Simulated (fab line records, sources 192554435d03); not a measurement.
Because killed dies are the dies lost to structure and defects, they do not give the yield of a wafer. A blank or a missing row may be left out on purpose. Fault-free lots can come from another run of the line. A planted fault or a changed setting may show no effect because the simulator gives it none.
Matching of chambers | flow n5 finfet | ald hk-01 running N5_HKMG_FIN_ALD_74: 4 sister chambers
The step deposits La2O3, target thk 0.5 nm, pulse time 6 s, co reactant pulse time 1 s. 4 wafers are shown with their chamber, then 7 later ones without.

## WAFERS WITH THEIR CHAMBER
wafer  | chamber | heater power w (W)
L086.2 | 0       | 312
L086.6 | 2       | 339
L091.1 | 3       | 381
L091.5 | 1       | 341

## WAFERS WITH NO CHAMBER GIVEN
wafer  | heater power w (W)
L091.6 | 341
L092.1 | 348
L092.2 | 310
L092.3 | 378
L096.2 | 339
L096.4 | 311
L096.6 | 341

## EACH ONE'S CHAMBER
wafer  | from the rows above     | in truth
L091.6 | can't be placed: 1 or 2 | 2
L092.1 | can't be placed: 1 or 2 | 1
L092.2 | 0                       | 0
L092.3 | 3                       | 3
L096.2 | can't be placed: 2 or 1 | 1
L096.4 | 0                       | 0
L096.6 | can't be placed: 1 or 2 | 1
Placed correctly: 3 of 7. Unplaceable from these rows: 4, with the true chamber sitting among the candidates in 4. Placed wrongly: 0.
How it was worked out, from the rows above alone: a wafer's distance from a chamber is the root of the sum, over the readings, of the square of ((its reading less the chamber's mean) divided by the reading's scatter). If the next closest chamber is less than 2 further off than the closest, the wafer can't be placed; otherwise it belongs to the closest. Each chamber's mean is taken over the wafers shown for it. The scatter (one wafer shown for each chamber): square how far every hidden wafer sits from the nearest shown wafer, average those squares and take the square root.
